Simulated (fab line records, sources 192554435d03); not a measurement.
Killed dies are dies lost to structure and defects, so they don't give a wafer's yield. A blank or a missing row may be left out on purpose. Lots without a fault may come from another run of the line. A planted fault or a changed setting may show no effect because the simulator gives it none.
fab line records | flow n5_finfet | part 1 of 2: steps 1 to 5 of 6
record lots=9 wafers=27 last_day=18
route steps=1938 shown ZERO_LAYER@14 WELL_APT@29 PMOS_HMC_CHANNEL_EPI@57 BEOL_M4@1111 PASSIVATION@1936
lots that met no fault: from a run of the same line without faults
start_h: hours from the record's first day to the start of the lot's first wafer shown | wait_h: hours since the lot's step before | " the same as in the row above | L1.1+2: a row that stands for several wafers | - no value, or no start given | * or withheld: withheld | < > ~ a bound
route shown NAME@n: a module of which the file shows steps, and the number in the route of the first | usual: mean/standard deviation of fault-free wafers | same: alike in all rows | chamber/n: place in a boat | sites: the reading at each site | _std_site: their standard deviation | _edge_site: outer sites' mean less inner sites' | radius_mm: how far each site lies from the wafer's centre | mask NAME#n: copy n | behind: the tool/chamber that last shaped the wafer | hold: why the lot was held/for how many hours/how that ended | device: the transistor (n, p or np) that didn't switch | end of line: the same wafers' tests at the end of the route | a step without rows: its recipe alone | killed: dies lost to structure and defects at the first sort, not the wafer's yield | map: a wafer's dies, x killed, . not, _ none there
set.NAME: the setting as run; set.NAME@STEP: as run at that earlier step | model.NAME: the simulator's own value behind a step, which no gauge read
steps of the route over a sample of lots; a table a step, a row a wafer
services: from which hour (start_h, from the record's first day; less than 0 if before it) a tool's chamber was out of use, for how many hours, and why
## steps
# step N5_ZERO_LAYER_DESCUM_16
# recipe chemistry=O2 time_s=7.9 source_power_w=50 bias_power_w=20 pressure_mtorr=20 rf_frequency_hz=2.712e+07 temp_c=40 o2_flow_sccm=225
# usual drypump_motor_current_A=5.7/0.36 oes_product_au=0.78/0.064 rf_vpp_V=243.7/1.2 showerhead_plenum_p_Torr=2.14/0.064 temp_c=39.99/0.11 throttle_valve_pct=20.48/0.21
# columns lot.wafer tool chamber start_h wait_h drypump_motor_current_A oes_product_au rf_hours_counter_h rf_vpp_V showerhead_plenum_p_Torr temp_c throttle_valve_pct
L375.2 rie_diel-03 1 18.88 0.0 5.5 0.74 182 243.8 2.06 39.85 20.25
L375.3 " 2 " " 5.8 0.74 197 243.8 2.09 40.20 20.66
L375.4 " 2 " " 5.8 0.74 - 242.0 2.09 40.03 20.66
L380.2 rie_diel-02 0 48.92 0.3 6.6 0.73 182 242.3 1.99 40.19 20.45
L380.4 " 1 " " 6.0 0.81 106 242.9 2.10 39.92 19.88
L380.5 " 2 " " 5.1 0.80 - 244.5 2.20 39.94 20.67
L384.4 rie_diel-02 0 72.68 0.0 6.6 0.73 188 241.0 1.98 40.00 20.47
L384.5 " 3 " " 5.6 0.73 - 245.6 2.17 40.04 20.39
L384.6 " 2 " " 5.1 0.78 - 244.9 2.20 39.92 20.69
L385.3 rie_diel-03 3 78.68 0.0 5.6 0.77 162 242.8 2.08 39.95 20.42
L385.5 " 0 " " 5.3 0.83 - 243.6 2.21 39.95 20.41
L385.6 " 1 " " 5.5 0.73 - 243.6 2.05 40.08 20.27
L386.1 rie_diel-02 3 84.80 0.0 5.6 0.73 198 245.5 2.17 39.98 20.39
L386.3 " 2 " " 5.1 0.78 125 245.9 2.20 40.01 20.68
L386.5 " 2 " " 5.1 0.78 - 245.4 2.20 39.98 20.70
L390.3 rie_diel-06 2 108.80 0.0 6.1 0.79 126 244.6 2.20 40.09 20.67
L390.4 " 3 " " 5.7 0.73 207 243.7 2.16 39.85 20.58
L390.5 " 1 " " 5.8 0.74 - 244.5 2.17 40.05 20.71
L395.3 rie_diel-02 0 138.70 0.0 6.6 0.71 205 241.5 1.98 40.16 20.50
L395.4 " 2 " " 5.1 0.77 138 244.5 2.19 40.00 20.70
L395.5 " 3 " " 5.6 0.73 - 244.5 2.17 39.83 20.41
L396.1 rie_diel-06 3 144.68 0.0 5.7 0.72 214 242.5 2.16 39.99 20.59
L396.3 " 0 " " 5.3 0.89 44 242.5 2.14 40.05 20.36
L396.6 " 0 " " 5.3 0.89 - 243.2 2.14 39.87 20.35
L397.1 rie_diel-02 3 150.81 0.0 5.6 0.71 215 244.3 2.17 39.92 20.42
L397.2 " 0 " " 6.6 0.71 209 242.2 1.98 40.16 20.49
L397.4 " 2 " " 5.1 0.76 142 244.5 2.19 39.96 20.72
# step N5_WELL_APT_OVL_MEAS_09
# recipe points_per_wafer=44
# usual NWELL_OVL=-1/5
# columns lot.wafer tool chamber start_h wait_h NWELL_OVL[nm]
L375.2 overlay-02 0 20.29 0.0 4
L375.3 " 0 " " -3
L375.4 " 0 " " -4
L380.2 overlay-02 0 50.12 0.0 3
L380.4 " 0 " " -3
L380.5 " 0 " " -5
L384.4 overlay-02 0 73.71 0.0 -6
L384.5 " 0 " " 1
L384.6 " 0 " " -1
L385.3 overlay-02 0 79.73 0.0 -3
L385.5 " 0 " " -11
L385.6 " 0 " " 3
L386.1 overlay-02 0 85.71 0.0 2
L386.3 " 0 " " 10
L386.5 " 0 " " 1
L390.3 overlay-02 0 109.72 0.0 1
L390.4 " 0 " " 6
L390.5 " 0 " " 0
L395.3 overlay-01 0 139.73 0.0 2
L395.4 " 0 " " 4
L395.5 " 0 " " 7
L396.1 overlay-02 0 145.59 0.0 6
L396.3 " 0 " " 5
L396.6 " 0 " " -4
L397.1 overlay-01 0 151.71 0.0 5
L397.2 " 0 " " -1
L397.4 " 0 " " -7
# step N5_WELL_APT_RTA_34
# recipe temp_c=1000 time_s=10 ambient=N2 idle_temp_c=600 ramp_up_c_per_s=150 ramp_down_c_per_s=60 cool_to_c=600
# usual anneal_temp_c_max=1004.1/0.87 lamp_power_pct=12.99/0.051 wafer_temp_C_max=1003.6/1
# columns lot.wafer tool chamber start_h wait_h anneal_temp_c_max lamp_power_pct wafer_temp_C_max
L375.2 rtp_anneal-02 0 22.92 0.2 1004.3 13.05 1003.6
L375.3 " 0 " " 1005.7 12.93 1002.4
L375.4 " 0 " " 1003.9 13.01 1002.1
L380.2 rtp_anneal-02 0 52.25 0.0 1004.6 13.00 1003.3
L380.4 " 0 " " 1003.7 12.92 1002.5
L380.5 " 0 " " 1003.6 13.05 1003.7
L384.4 rtp_anneal-02 0 75.75 0.1 1003.6 12.97 1003.8
L384.5 " 0 " " 1004.2 12.97 1002.7
L384.6 " 0 " " 1005.4 13.10 1003.4
L385.3 rtp_anneal-01 - 82.25 0.4 - - -
L385.5 " - " " - - -
L385.6 " - " " - - -
L386.1 rtp_anneal-02 - 87.78 0.0 - - -
L386.3 " - " " - - -
L386.5 " - " " - - -
L390.3 rtp_anneal-02 0 111.84 0.1 1004.1 12.95 1002.7
L390.4 " 0 " " 1004.6 13.02 1003.2
L390.5 " 0 " " 1005.2 13.00 1002.0
L395.3 rtp_anneal-01 0 142.70 0.1 1002.0 12.96 1003.2
L395.4 " 0 " " 1003.3 12.91 1004.3
L395.5 " 0 " " 1002.8 13.00 1004.2
L396.1 rtp_anneal-02 0 148.07 0.2 1005.1 13.01 1003.9
L396.3 " 0 " " 1004.3 12.99 1003.4
L396.6 " 0 " " 1004.6 12.97 1003.2
L397.1 rtp_anneal-01 0 153.78 0.0 1004.2 12.90 1002.4
L397.2 " 0 " " 1002.1 13.11 1002.2
L397.4 " 0 " " 1003.3 12.98 1004.8
# step N5_PMOS_HMC_CHANNEL_EPI_HM_DEP_34
# recipe material=SiO2 target_thk_a=360 temp_c=400 precursor=TEOS/O2 pressure_torr=6.5 rf_w=900 teos_flow_sccm=161.4 gas=O2 flow_sccm=2650 time_s=6.9
# usual heater_power_w=592/78 showerhead_plenum_p_Torr=8.35/0.033 throttle_valve_pct=18.2/1.3
# columns lot.wafer tool chamber start_h wait_h heater_power_w showerhead_plenum_p_Torr since_wet_clean_h throttle_valve_pct
L375.2 pecvd-02 0 23.82 0.0 530 8.34 728 17.7
L375.3 " 1 " " 641 8.32 - 18.5
L375.4 " 0 " " 517 8.34 - 17.7
L380.2 pecvd-02 2 53.34 0.0 445 8.28 3 17.2
L380.4 " 1 " " 700 8.33 - 18.4
L380.5 " 2 " " 447 8.27 - 16.9
L384.4 pecvd-02 0 76.62 0.0 652 8.35 - 17.7
L384.5 " 2 " " 379 8.28 - 17.3
L384.6 " 1 " " 652 8.30 - 18.4
L385.3 pecvd-04 2 83.14 0.0 640 8.39 2056 19.8
L385.5 " 2 " " 651 8.40 - 19.3
L385.6 " 0 " " 514 8.30 - 18.1
L386.1 pecvd-02 1 88.69 0.0 660 8.32 1518 18.4
L386.3 " 0 " " 542 8.35 793 17.5
L386.5 " 0 " " 548 8.35 - 17.7
L390.3 pecvd-02 0 112.71 0.0 618 8.34 817 17.6
L390.4 " 1 " " 596 8.33 - 18.6
L390.5 " 2 " " 456 8.28 - 17.4
L395.3 pecvd-04 2 143.77 0.0 730 8.40 2116 19.6
L395.4 " 0 " " 525 8.31 - 18.1
L395.5 " 2 " " 713 8.40 - 19.6
L396.1 pecvd-03 2 148.98 0.0 649 8.35 461 16.5
L396.3 " 0 " " 528 8.37 1215 21.0
L396.6 " 1 " " 574 8.34 - 17.8
L397.1 pecvd-02 1 155.01 0.0 570 8.32 1584 18.5
L397.2 " 0 " " 583 8.34 859 17.6
L397.4 " 2 " " 496 8.32 - 17.8
# step N5_BEOL_M4_RC_MEAS_101
# usual CJ_N=4.37/0.08 CJ_P=5.87/0.16 DIBL_N=36.1/1.7 DIBL_P=35.9/2.1 IOFF_N=0.154/0.029 IOFF_N_LONG=5.44e-05/2e-06 IOFF_P=0.21/0.035 IOFF_P_LONG=0.000109/8.5e-06 ION_N=673/10 ION_P=463/7.5 RS_NWELL=1037/6.2 RS_PWELL=3007/21 SS_N=71.6/0.59 SS_P=73.2/0.69 VT_N=250.5/2.9 VT_N_LONG=275.7/1.9 VT_N_LVT=100/3.1 VT_P=-250/3.2
# columns lot.wafer tool chamber start_h wait_h CJ_N CJ_P DIBL_N[mV/V] DIBL_P[mV/V] IOFF_N[nA/um] IOFF_N_LONG[nA/um] IOFF_P[nA/um] IOFF_P_LONG[nA/um] ION_N[uA/um] ION_P[uA/um] RS_NWELL[ohm/sq] RS_PWELL[ohm/sq] SS_N[mV/dec] SS_P[mV/dec] VT_N[mV] VT_N_LONG[mV] VT_N_LVT[mV] VT_P[mV]
L375.2 prober-01 0 173.08 0.2 4.33 5.80 39.6 38.2 0.231 5.25e-05 0.30 0.000107 687 465 1041 2993 71.7 74.2 244.0 275.8 96 -247
L375.3 " 0 " " 4.36 6.06 37.8 35.8 0.185 5.3e-05 0.25 0.000113 672 468 1037 3018 72.2 74.4 250.5 276.8 97 -246
L375.4 " 0 " " 4.35 5.95 38.2 36.4 0.194 5.33e-05 0.26 0.00011 683 464 1042 3008 72.5 73.7 248.7 274.7 98 -247
L380.2 prober-01 0 207.37 0.2 4.46 5.77 36.4 37.0 0.176 5.7e-05 0.25 0.000113 679 468 1028 3010 71.1 73.8 247.4 276.5 98 -247
L380.4 " 0 " " 4.40 5.84 33.6 34.0 0.135 5.7e-05 0.20 0.000119 673 466 1028 3033 70.8 72.3 251.4 274.7 101 -248
L380.5 " 0 " " 4.43 5.81 34.9 35.1 0.156 5.74e-05 0.22 0.000117 679 468 1040 3047 71.6 73.7 251.6 273.8 98 -248
L386.1 prober-01 0 252.55 0.0 3.18 4.72 37.1 33.6 0.111 7.36e-05 0.15 0.000136 607 442 995 2539 72.6 73.4 264.3 299.8 113 -258
L386.3 " 0 " " 3.20 4.81 41.2 36.0 0.209 7.37e-05 0.20 0.000139 622 442 983 2533 75.3 73.2 256.7 297.2 107 -252
L386.5 " 0 " " 3.20 4.74 37.8 32.0 0.144 7.31e-05 0.14 0.000136 592 429 999 2525 74.3 72.0 262.9 295.7 116 -254
L384.4 prober-02 0 252.78 0.5 4.32 5.52 35.3 35.5 0.162 5.47e-05 0.23 0.000108 678 464 1039 3035 71.4 74.0 251.4 276.2 99 -245
L384.5 " 0 " " 4.39 5.73 35.3 35.3 0.161 5.5e-05 0.23 0.000113 677 464 1035 3041 70.8 73.5 250.4 279.2 98 -248
L384.6 " 0 " " 4.41 5.78 32.9 32.6 0.119 5.5e-05 0.19 0.000113 666 459 1036 3032 70.7 71.7 253.0 274.5 102 -247
L385.3 prober-02 0 255.97 0.3 3.23 4.74 35.3 33.4 0.122 7.46e-05 0.18 0.000137 607 446 1005 2554 72.5 73.1 261.7 296.3 109 -255
L385.5 " 0 " " 3.26 4.76 34.7 33.2 0.096 7.45e-05 0.16 0.000136 599 443 1010 2523 72.1 72.7 263.3 299.1 113 -255
L385.6 " 0 " " 3.23 4.67 36.5 33.9 0.118 7.38e-05 0.17 0.000133 604 443 1004 2531 72.2 73.3 263.7 299.3 112 -254
L390.3 prober-02 0 272.77 0.3 4.27 6.03 37.2 37.7 0.166 5.45e-05 0.28 0.000133 678 480 1032 3008 72.0 73.7 248.9 278.2 99 -243
L390.4 " 0 " " 4.30 6.04 34.7 34.4 0.118 5.46e-05 0.22 0.00013 651 462 1036 3005 71.1 72.4 253.9 273.9 103 -247
L390.5 " 0 " " 4.42 5.88 36.0 36.1 0.152 5.58e-05 0.25 0.000127 671 471 1035 3025 70.3 73.1 248.7 274.3 99 -244
L395.3 prober-02 0 306.34 0.3 4.40 5.69 36.1 34.5 0.143 5.77e-05 0.21 0.000114 668 466 1034 3012 70.9 72.8 252.3 275.4 98 -247
L395.4 " 0 " " 4.42 5.85 36.5 35.5 0.158 5.93e-05 0.22 0.000119 676 468 1037 3016 71.9 72.2 247.6 275.5 98 -249
L395.5 " 0 " " 4.37 5.86 35.0 33.4 0.135 5.87e-05 0.19 0.00012 677 474 1045 3037 71.2 72.3 251.1 272.0 100 -250
L396.1 prober-01 0 321.65 0.0 4.30 6.16 36.1 37.7 0.164 5.23e-05 0.21 0.000105 686 467 1034 3020 72.1 73.4 250.2 277.2 100 -251
L396.3 " 0 " " 4.35 6.03 35.4 35.9 0.149 5.26e-05 0.18 0.000101 672 458 1028 3003 71.8 72.7 250.4 275.9 102 -250
L396.6 " 0 " " 4.38 6.08 36.3 37.1 0.156 5.3e-05 0.19 0.000103 677 461 1040 3017 71.9 72.5 249.8 276.7 102 -250
L397.1 prober-02 0 322.26 0.1 4.47 5.82 36.6 33.7 0.141 5.59e-05 0.17 0.0001 670 458 1038 3002 71.2 73.6 252.5 275.5 101 -254
L397.2 " 0 " " 4.28 5.95 36.2 33.5 0.131 5.33e-05 0.17 0.000103 669 457 1032 2978 70.7 72.3 253.5 276.9 103 -254
L397.4 " 0 " " 4.21 6.00 38.7 37.3 0.171 5.38e-05 0.21 0.000102 675 456 1040 3016 71.6 73.7 247.2 274.8 99 -250
## key
first_sign step=N5_WELL_APT_RTA_34 reading=tool_record direction=missing
effect step=N5_BEOL_M4_RC_MEAS_101 reading=RS_PWELL direction=down sigmas=23 usual=3007 struck=2534
effect step=N5_BEOL_M4_RC_MEAS_101 reading=CJ_N direction=down sigmas=14 usual=4.37 struck=3.22
effect step=N5_BEOL_M4_RC_MEAS_101 reading=VT_N_LONG direction=up sigmas=12 usual=275.7 struck=297.9
effect step=N5_BEOL_M4_RC_MEAS_101 reading=IOFF_N_LONG direction=up sigmas=9.7 usual=5.44e-05 struck=7.39e-05
effect step=N5_BEOL_M4_RC_MEAS_101 reading=CJ_P direction=down sigmas=7.1 usual=5.87 struck=4.74
effect step=N5_BEOL_M4_RC_MEAS_101 reading=ION_N direction=down sigmas=6.5 usual=673 struck=605
effect step=N5_BEOL_M4_RC_MEAS_101 reading=RS_NWELL direction=down sigmas=6 usual=1037 struck=999
effect step=N5_BEOL_M4_RC_MEAS_101 reading=VT_N direction=up sigmas=4 usual=250.5 struck=262.1
effect step=N5_BEOL_M4_RC_MEAS_101 reading=VT_N_LVT direction=up sigmas=3.9 usual=100 struck=112
effect step=N5_BEOL_M4_RC_MEAS_101 reading=IOFF_P_LONG direction=up sigmas=3.2 usual=0.000109 struck=0.000136
effect step=N5_BEOL_M4_RC_MEAS_101 reading=ION_P direction=down sigmas=3 usual=463 struck=441
effect step=N5_BEOL_M4_RC_MEAS_101 reading=SS_N direction=up sigmas=2.6 usual=71.6 struck=73.2 wafers_moved=5
effect step=N5_PASSIVATION_PROBE_49 reading=sort_bin_8_speed direction=up sigmas=99+ usual=0.00 struck=82.15
met_at N5_WELL_APT_RTA_34
struck_lots L385,L386
not_acting_at N5_ZERO_LAYER_DESCUM_16,N5_WELL_APT_OVL_MEAS_09,N5_PMOS_HMC_CHANNEL_EPI_HM_DEP_34
onset_between 75.75 82.25
fault kind=skipped_step_whole tool=rtp_anneal-01,rtp_anneal-02 chamber=- onset_h=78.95 steps=N5_WELL_APT_RTA_34 scope=struck_lots_only
